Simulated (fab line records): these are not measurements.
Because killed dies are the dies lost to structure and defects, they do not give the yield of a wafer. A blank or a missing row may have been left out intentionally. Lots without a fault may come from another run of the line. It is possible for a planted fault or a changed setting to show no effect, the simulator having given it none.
Chamber matching || flow nand harc || NHARC_A_STAIRCASE_CMP_152 on cmp-02: 4 sister chambers
The step polishes. 8 wafers are shown with their chamber, then 7 later ones without.

## WAFERS PAIRED WITH THEIR CHAMBERS
{"wafer": "L088.4", "chamber": 1, "motor current A (A)": 12.2, "edge zone pressure frac": 0.993}
{"wafer": "L088.5", "chamber": 2, "motor current A (A)": 11.3, "edge zone pressure frac": 0.995}
{"wafer": "L088.6", "chamber": 3, "motor current A (A)": 15.2, "edge zone pressure frac": 0.996}
{"wafer": "L089.1", "chamber": 0, "motor current A (A)": 11.8, "edge zone pressure frac": 0.998}
{"wafer": "L089.2", "chamber": 1, "motor current A (A)": 12.1, "edge zone pressure frac": 0.999}
{"wafer": "L089.4", "chamber": 2, "motor current A (A)": 11.6, "edge zone pressure frac": 1.005}
{"wafer": "L090.3", "chamber": 3, "motor current A (A)": 15.4, "edge zone pressure frac": 1.002}
{"wafer": "L090.4", "chamber": 0, "motor current A (A)": 12.5, "edge zone pressure frac": 0.996}

## WAFERS WITH NO CHAMBER GIVEN
{"wafer": "L090.5", "motor current A (A)": 16.1, "edge zone pressure frac": 1.003}
{"wafer": "L091.1", "motor current A (A)": 11.4, "edge zone pressure frac": 0.995}
{"wafer": "L091.4", "motor current A (A)": 15.2, "edge zone pressure frac": 1.007}
{"wafer": "L091.5", "motor current A (A)": 15.4, "edge zone pressure frac": 0.997}
{"wafer": "L096.1", "motor current A (A)": 12.4, "edge zone pressure frac": 1.005}
{"wafer": "L096.2", "motor current A (A)": 14.6, "edge zone pressure frac": 1.004}
{"wafer": "L096.5", "motor current A (A)": 15.8, "edge zone pressure frac": 1.003}

## WHICH CHAMBER EACH ONE RAN IN
{"wafer": "L090.5", "from the rows above": 3, "in truth": 3}
{"wafer": "L091.1", "from the rows above": "can't be placed: 2 or 1 or 0", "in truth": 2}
{"wafer": "L091.4", "from the rows above": 3, "in truth": 3}
{"wafer": "L091.5", "from the rows above": 3, "in truth": 3}
{"wafer": "L096.1", "from the rows above": "can't be placed: 0 or 1 or 2", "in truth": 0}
{"wafer": "L096.2", "from the rows above": 3, "in truth": 3}
{"wafer": "L096.5", "from the rows above": 3, "in truth": 3}
Correctly placed: 5 of 7. From these rows, 2 cannot be placed; in 2 the true chamber is one of the candidates. Number placed wrongly: 0.
How it was worked out, from the rows above alone: a wafer's distance from a chamber is the root of the sum, over the readings, of the square of ((its reading less the chamber's mean) divided by the reading's scatter). If the next closest chamber is less than 2 further off than the closest, the wafer can't be placed; otherwise it belongs to the closest. Each chamber's mean is taken over the wafers shown for it. The scatter is the square root of a quotient: the sum, over the shown wafers, of each reading's squared deviation from its chamber's mean, divided by wafers minus chambers.
